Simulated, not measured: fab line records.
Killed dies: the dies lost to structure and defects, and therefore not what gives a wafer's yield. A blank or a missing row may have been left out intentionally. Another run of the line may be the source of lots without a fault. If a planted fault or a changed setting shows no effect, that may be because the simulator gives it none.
fab line records / flow nand-harc
record: lots: 6 wafers: 18 last-day: 33
route steps=1302 shown A_STAIRCASE@886 A_SGD_CUT@890
lots that met no fault: taken from a fault-free run of the same line
start-h: hours from the record's opening day to when the first of the lot's shown wafers began / wait-h: time in hours since the lot's previous step / " identical to the entry in the row above / L1.1+2: one row covering several wafers at once / - value missing, or start not given / * or withheld: withheld / < > ~ a bound
route shown NAME@n: names a module that has steps shown in the file, with the first one's number in the route / usual: mean and standard deviation over wafers with no fault / same: alike in all rows / chamber/n: place in a boat / sites: the reading at each site / _std_site: standard deviation across them / _edge_site: outer sites' mean less inner sites' / radius-mm: for every site, how far away it sits from the centre of the wafer / mask NAME#n: copy n / behind: the last tool/chamber to shape the wafer / hold: cause of the lot's hold/its duration in hours/its outcome / device: whichever transistor did not switch (one of n, p or np) / end of line: at the end of the route, the tests of the same wafers / where a step has no rows: the recipe by itself / killed: the dies lost at the first sort to structure and to defects; this is not the yield of the wafer / map: a wafer's dies, x killed, . not, _ none there
set.NAME: setting as actually run; set.NAME@STEP: the setting as run at that earlier step / model.NAME: the simulator's own value behind a step, which no gauge read
lots at some steps of the route; a table a step, a row a wafer
services: when a tool's chamber went out of use (start-h, in hours from the record's first day, below 0 if earlier), for how many hours, and the reason
== steps ==
step: NHARC_A_STAIRCASE_CMP_472
recipe: material: SiO2
usual: motor-current-A: 11.5/1.3 slurry-flow-ml-min: 150.0/0.45
lot.wafer=L290.2 tool=cmp-02 chamber=1 start-h=449.97 wait-h=0.3 motor-current-A=14.1 slurry-flow-ml-min=149.7
lot.wafer=L290.4 tool=cmp-02 chamber=2 start-h=449.97 wait-h=0.3 motor-current-A=11.9 slurry-flow-ml-min=151.1
lot.wafer=L290.1 tool=cmp-02 chamber=3 start-h=449.97 wait-h=0.3 motor-current-A=10.9 slurry-flow-ml-min=150.3
lot.wafer=L297.1 tool=cmp-02 chamber=2 start-h=510.54 wait-h=0.2 motor-current-A=12.8 slurry-flow-ml-min=149.6
lot.wafer=L297.4 tool=cmp-02 chamber=0 start-h=510.54 wait-h=0.2 motor-current-A=12.1 slurry-flow-ml-min=151.0
lot.wafer=L297.5 tool=cmp-02 chamber=2 start-h=510.54 wait-h=0.2 motor-current-A=12.2 slurry-flow-ml-min=150.9
lot.wafer=L304.3 tool=cmp-04 chamber=3 start-h=579.78 wait-h=0.2 motor-current-A=9.9 slurry-flow-ml-min=150.7
lot.wafer=L304.4 tool=cmp-04 chamber=2 start-h=579.78 wait-h=0.2 motor-current-A=14.1 slurry-flow-ml-min=150.0
lot.wafer=L304.5 tool=cmp-04 chamber=3 start-h=579.78 wait-h=0.2 motor-current-A=10.1 slurry-flow-ml-min=150.3
lot.wafer=L305.3 tool=cmp-01 chamber=0 start-h=579.99 wait-h=0.2 motor-current-A=9.9 slurry-flow-ml-min=149.6
lot.wafer=L305.1 tool=cmp-01 chamber=2 start-h=579.99 wait-h=0.2 motor-current-A=10.6 slurry-flow-ml-min=150.5
lot.wafer=L305.4 tool=cmp-01 chamber=3 start-h=579.99 wait-h=0.2 motor-current-A=10.1 slurry-flow-ml-min=150.4
lot.wafer=L310.1 tool=cmp-04 chamber=3 start-h=631.25 wait-h=0.2 motor-current-A=10.3 slurry-flow-ml-min=150.2
lot.wafer=L310.4 tool=cmp-04 chamber=0 start-h=631.25 wait-h=0.2 motor-current-A=11.8 slurry-flow-ml-min=149.4
lot.wafer=L310.5 tool=cmp-04 chamber=3 start-h=631.25 wait-h=0.2 motor-current-A=10.7 slurry-flow-ml-min=150.5
lot.wafer=L311.3 tool=cmp-01 chamber=2 start-h=655.53 wait-h=0.2 motor-current-A=10.3 slurry-flow-ml-min=150.7
lot.wafer=L311.6 tool=cmp-01 chamber=2 start-h=655.53 wait-h=0.2 motor-current-A=10.9 slurry-flow-ml-min=149.9
lot.wafer=L311.5 tool=cmp-01 chamber=3 start-h=655.53 wait-h=0.2 motor-current-A=10.7 slurry-flow-ml-min=150.0
step: NHARC_A_STAIRCASE_SRD_474
step: NHARC_A_STAIRCASE_INSPECT_155
usual: raw-defect-count: 438/140
lot.wafer=L290.1 tool=defect-inspect-02 chamber=- start-h=450.29 wait-h=0.1 raw-defect-count=567
lot.wafer=L290.2 tool=defect-inspect-02 chamber=- start-h=450.29 wait-h=0.1 raw-defect-count=452
lot.wafer=L290.4 tool=defect-inspect-02 chamber=- start-h=450.29 wait-h=0.1 raw-defect-count=422
lot.wafer=L297.1 tool=defect-inspect-02 chamber=- start-h=510.87 wait-h=0.1 raw-defect-count=420
lot.wafer=L297.4 tool=defect-inspect-02 chamber=- start-h=510.87 wait-h=0.1 raw-defect-count=448
lot.wafer=L297.5 tool=defect-inspect-02 chamber=- start-h=510.87 wait-h=0.1 raw-defect-count=623
lot.wafer=L304.3 tool=defect-inspect-02 chamber=- start-h=580.13 wait-h=0.1 raw-defect-count=384
lot.wafer=L304.4 tool=defect-inspect-02 chamber=- start-h=580.13 wait-h=0.1 raw-defect-count=296
lot.wafer=L304.5 tool=defect-inspect-02 chamber=- start-h=580.13 wait-h=0.1 raw-defect-count=410
lot.wafer=L305.1 tool=defect-inspect-02 chamber=- start-h=580.34 wait-h=0.1 raw-defect-count=873
lot.wafer=L305.3 tool=defect-inspect-02 chamber=- start-h=580.34 wait-h=0.1 raw-defect-count=491
lot.wafer=L305.4 tool=defect-inspect-02 chamber=- start-h=580.34 wait-h=0.1 raw-defect-count=638
lot.wafer=L310.1 tool=defect-inspect-02 chamber=- start-h=631.59 wait-h=0.1 raw-defect-count=442
lot.wafer=L310.4 tool=defect-inspect-02 chamber=- start-h=631.59 wait-h=0.1 raw-defect-count=306
lot.wafer=L310.5 tool=defect-inspect-02 chamber=- start-h=631.59 wait-h=0.1 raw-defect-count=337
lot.wafer=L311.3 tool=defect-inspect-01 chamber=- start-h=655.87 wait-h=0.1 raw-defect-count=360
lot.wafer=L311.5 tool=defect-inspect-01 chamber=- start-h=655.87 wait-h=0.1 raw-defect-count=306
lot.wafer=L311.6 tool=defect-inspect-01 chamber=- start-h=655.87 wait-h=0.1 raw-defect-count=393
step: NHARC_A_SGD_CUT_DEP_00
recipe: target-thk-a: 500 temp-c: 400 target-thk-nm: 50 flow-sccm: 200 rf-w: 450 material: SiNx
usual: heater-power-w: 677/110
lot.wafer=L290.2 tool=pecvd-03 chamber=0 start-h=450.36 wait-h=0.1 heater-power-w=758
lot.wafer=L290.1 tool=pecvd-03 chamber=1 start-h=450.36 wait-h=0.1 heater-power-w=582
lot.wafer=L290.4 tool=pecvd-03 chamber=2 start-h=450.36 wait-h=0.1 heater-power-w=760
lot.wafer=L297.1 tool=pecvd-04 chamber=0 start-h=511.00 wait-h=0.1 heater-power-w=563
lot.wafer=L297.4 tool=pecvd-04 chamber=1 start-h=511.00 wait-h=0.1 heater-power-w=580
lot.wafer=L297.5 tool=pecvd-04 chamber=2 start-h=511.00 wait-h=0.1 heater-power-w=603
lot.wafer=L304.3 tool=pecvd-03 chamber=0 start-h=580.22 wait-h=0.1 heater-power-w=791
lot.wafer=L304.5 tool=pecvd-03 chamber=0 start-h=580.22 wait-h=0.1 heater-power-w=772
lot.wafer=L304.4 tool=pecvd-03 chamber=1 start-h=580.22 wait-h=0.1 heater-power-w=524
lot.wafer=L305.1 tool=pecvd-02 chamber=0 start-h=580.44 wait-h=0.1 heater-power-w=495
lot.wafer=L305.3 tool=pecvd-02 chamber=1 start-h=580.44 wait-h=0.1 heater-power-w=815
lot.wafer=L305.4 tool=pecvd-02 chamber=1 start-h=580.44 wait-h=0.1 heater-power-w=665
lot.wafer=L310.1 tool=pecvd-02 chamber=0 start-h=631.68 wait-h=0.1 heater-power-w=474
lot.wafer=L310.5 tool=pecvd-02 chamber=2 start-h=631.68 wait-h=0.1 heater-power-w=798
lot.wafer=L310.4 tool=pecvd-02 chamber=0 start-h=631.68 wait-h=0.1 heater-power-w=484
lot.wafer=L311.3 tool=pecvd-03 chamber=1 start-h=655.97 wait-h=0.1 heater-power-w=496
lot.wafer=L311.5 tool=pecvd-03 chamber=0 start-h=655.97 wait-h=0.1 heater-power-w=784
lot.wafer=L311.6 tool=pecvd-03 chamber=2 start-h=655.97 wait-h=0.1 heater-power-w=776
step: NHARC_A_SGD_CUT_DEHYDRATE_01
recipe: temp-c: 150 time-s: 120
step: NHARC_A_SGD_CUT_HMDS_02
recipe: time-s: 30
step: NHARC_A_SGD_CUT_COAT_56
recipe: temp-c: 260 time-s: 75
step: NHARC_A_SGD_CUT_COAT_57
recipe: temp-c: 225 time-s: 65
step: NHARC_A_SGD_CUT_COAT_03
recipe: spin-rpm: 1500 resist-thk-nm: 90
step: NHARC_A_SGD_CUT_SOFTBAKE_04
recipe: temp-c: 105 time-s: 55
step: NHARC_A_SGD_CUT_EBR_05
step: NHARC_A_SGD_CUT_EXPOSE_06
recipe: na: 1.35 dose-mj: 85.59 mask-id: SGD
usual: exposure-dose-mJ-cm2: 85.49/0.082 focus-offset-nm: 0.1/0.56
lot.wafer=L290.1 tool=arfi-scanner-01 chamber=0 start-h=450.94 wait-h=- mask=SGD#0 exposure-dose-mJ-cm2=85.43 focus-offset-nm=0.1
lot.wafer=L290.2 tool=arfi-scanner-01 chamber=0 start-h=450.94 wait-h=- mask=SGD#0 exposure-dose-mJ-cm2=85.49 focus-offset-nm=0.1
lot.wafer=L290.4 tool=arfi-scanner-01 chamber=0 start-h=450.94 wait-h=- mask=SGD#0 exposure-dose-mJ-cm2=85.59 focus-offset-nm=-0.7
lot.wafer=L297.1 tool=arfi-scanner-01 chamber=0 start-h=511.39 wait-h=- mask=SGD#0 exposure-dose-mJ-cm2=85.36 focus-offset-nm=0.1
lot.wafer=L297.4 tool=arfi-scanner-01 chamber=0 start-h=511.39 wait-h=- mask=SGD#0 exposure-dose-mJ-cm2=85.40 focus-offset-nm=0.7
lot.wafer=L297.5 tool=arfi-scanner-01 chamber=0 start-h=511.39 wait-h=- mask=SGD#0 exposure-dose-mJ-cm2=85.40 focus-offset-nm=0.3
lot.wafer=L304.3 tool=arfi-scanner-02 chamber=- start-h=580.78 wait-h=- mask=SGD#0 exposure-dose-mJ-cm2=- focus-offset-nm=-
lot.wafer=L304.4 tool=arfi-scanner-02 chamber=- start-h=580.78 wait-h=- mask=SGD#0 exposure-dose-mJ-cm2=- focus-offset-nm=-
lot.wafer=L304.5 tool=arfi-scanner-02 chamber=- start-h=580.78 wait-h=- mask=SGD#0 exposure-dose-mJ-cm2=- focus-offset-nm=-
lot.wafer=L305.1 tool=arfi-scanner-01 chamber=- start-h=580.99 wait-h=- mask=SGD#0 exposure-dose-mJ-cm2=- focus-offset-nm=-
lot.wafer=L305.3 tool=arfi-scanner-01 chamber=- start-h=580.99 wait-h=- mask=SGD#0 exposure-dose-mJ-cm2=- focus-offset-nm=-
lot.wafer=L305.4 tool=arfi-scanner-01 chamber=- start-h=580.99 wait-h=- mask=SGD#0 exposure-dose-mJ-cm2=- focus-offset-nm=-
lot.wafer=L310.1 tool=arfi-scanner-01 chamber=0 start-h=632.11 wait-h=- mask=SGD#0 exposure-dose-mJ-cm2=85.58 focus-offset-nm=0.3
lot.wafer=L310.4 tool=arfi-scanner-01 chamber=0 start-h=632.11 wait-h=- mask=SGD#0 exposure-dose-mJ-cm2=85.53 focus-offset-nm=-0.1
lot.wafer=L310.5 tool=arfi-scanner-01 chamber=0 start-h=632.11 wait-h=- mask=SGD#0 exposure-dose-mJ-cm2=85.60 focus-offset-nm=0.5
lot.wafer=L311.3 tool=arfi-scanner-03 chamber=0 start-h=656.51 wait-h=- mask=SGD#0 exposure-dose-mJ-cm2=85.51 focus-offset-nm=0.3
lot.wafer=L311.5 tool=arfi-scanner-03 chamber=0 start-h=656.51 wait-h=- mask=SGD#0 exposure-dose-mJ-cm2=85.52 focus-offset-nm=-0.5
lot.wafer=L311.6 tool=arfi-scanner-03 chamber=0 start-h=656.51 wait-h=- mask=SGD#0 exposure-dose-mJ-cm2=85.60 focus-offset-nm=0.6
step: NHARC_A_SGD_CUT_PEB_07
recipe: peb-temp-c: 100 peb-time-s: 65
== services ==
tool=cmp-02 chamber=- start-h=428.63 hours=4.0 kind=pm
tool=arfi-scanner-01 chamber=- start-h=429.90 hours=4.0 kind=pm
tool=cmp-04 chamber=- start-h=439.03 hours=3.1 kind=repair
tool=pecvd-03 chamber=- start-h=443.89 hours=1.1 kind=repair
tool=cmp-01 chamber=- start-h=452.85 hours=0.8 kind=repair
tool=cmp-04 chamber=- start-h=460.10 hours=0.2 kind=repair
tool=pecvd-02 chamber=1 start-h=461.45 hours=2.0 kind=repair
tool=cmp-04 chamber=- start-h=462.88 hours=6.6 kind=repair
tool=cmp-01 chamber=- start-h=482.12 hours=4.0 kind=pm
tool=cmp-04 chamber=- start-h=499.61 hours=0.6 kind=repair
tool=cmp-04 chamber=- start-h=503.04 hours=4.0 kind=pm
tool=cmp-04 chamber=- start-h=508.93 hours=4.4 kind=repair
tool=cmp-01 chamber=- start-h=509.18 hours=2.4 kind=repair
tool=cmp-04 chamber=- start-h=519.15 hours=0.3 kind=repair
tool=cmp-02 chamber=- start-h=526.63 hours=4.0 kind=pm
tool=cmp-01 chamber=- start-h=528.83 hours=1.5 kind=repair
tool=pecvd-03 chamber=- start-h=547.59 hours=13.0 kind=pm
tool=cmp-02 chamber=- start-h=564.69 hours=2.9 kind=repair
tool=cmp-01 chamber=- start-h=570.84 hours=0.3 kind=repair
tool=cmp-04 chamber=- start-h=578.54 hours=0.4 kind=repair
tool=cmp-01 chamber=- start-h=580.14 hours=4.0 kind=pm
tool=pecvd-02 chamber=- start-h=589.14 hours=13.0 kind=pm
tool=arfi-scanner-01 chamber=- start-h=601.90 hours=4.0 kind=pm
tool=arfi-scanner-01 chamber=- start-h=632.35 hours=34.0 kind=repair
== key ==
first-sign: step: NHARC_A_SGD_CUT_EXPOSE_06 reading: tool-record direction: missing
effect none on later readings
met-at NHARC_A_SGD_CUT_EXPOSE_06
struck-wafers L304.3,L304.4,L304.5,L305.1,L305.3,L305.4
later-rows-left-out L304.3,L304.4,L304.5,L305.1,L305.3,L305.4
sort-left-out L304.3,L304.4,L304.5,L305.1,L305.3,L305.4
tester-left-out L304,L305
onset-between 511.39 580.78
fault: kind: skipped-step-whole tool: arfi-scanner-01,arfi-scanner-02 chamber: - onset-h: 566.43 steps: NHARC_A_SGD_CUT_EXPOSE_06 scope: struck-lots-only
tester-left-out: of these lots the tester's yield and bins aren't shown, on N5 and GAA mostly nor the transistor test; their killed dies are dies lost to structure and defects alone, not to doping, threshold or leakage, so they don't give the yield
sort-left-out: the simulated sort isn't trusted on such a fault, so these wafers' sort isn't shown, and their yield isn't known
later-rows-left-out: the simulator's readings of these wafers behind a module that went badly wrong aren't trusted and aren't shown, but for the sort
